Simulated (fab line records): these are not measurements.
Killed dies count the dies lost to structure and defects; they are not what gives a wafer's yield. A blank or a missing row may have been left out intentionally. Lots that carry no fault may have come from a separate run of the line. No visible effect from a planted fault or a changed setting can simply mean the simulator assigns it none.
Matching of chambers | flow n5 finfet | N5_HKMG_FIN_ALD_74 on ald hk-01: 4 sister chambers
The step deposits La2O3, target thk 0.5 nm, pulse time 6 s, co reactant pulse time 1 s. 8 wafers are shown with their chamber, then 7 later ones without.

EACH WAFER AND ITS CHAMBER
wafer  | chamber | heater power w (W) | precursor pulse height rel
L074.6 | 1       | 271                | 1.030
L081.3 | 1       | 264                | 1.020
L081.5 | 0       | 344                | 1.006
L086.2 | 3       | 322                | 1.031
L086.4 | 0       | 338                | 1.021
L086.6 | 3       | 317                | 0.980
L090.2 | 2       | 296                | 0.973
L090.5 | 2       | 287                | 1.015

WAFERS WITH NO CHAMBER GIVEN
wafer  | heater power w (W) | precursor pulse height rel
L090.6 | 322                | 1.005
L092.2 | 342                | 1.013
L092.3 | 318                | 0.964
L092.4 | 266                | 1.006
L095.4 | 330                | 1.040
L095.5 | 270                | 1.023
L095.6 | 289                | 0.971

WHICH CHAMBER EACH WENT THROUGH
wafer  | from the rows above     | in truth
L090.6 | 3                       | 3
L092.2 | 0                       | 0
L092.3 | 3                       | 3
L092.4 | 1                       | 1
L095.4 | can't be placed: 0 or 3 | 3
L095.5 | 1                       | 1
L095.6 | 2                       | 2
6 of 7 placed correctly. Not placeable from these rows: 1 (in 1, the candidates include the true chamber). Wrongly placed: 0.
How it was worked out, from the rows above alone: a wafer's distance from a chamber is the root of the sum, over the readings, of the square of ((its reading less the chamber's mean) divided by the reading's scatter). If the next closest chamber is less than 2 further off than the closest, the wafer can't be placed; otherwise it belongs to the closest. A chamber's mean is the mean of its shown wafers. How the scatter is found: for the shown wafers, subtract from each reading the mean of its chamber, square and add these, divide the total by (wafers less chambers), then take the root.
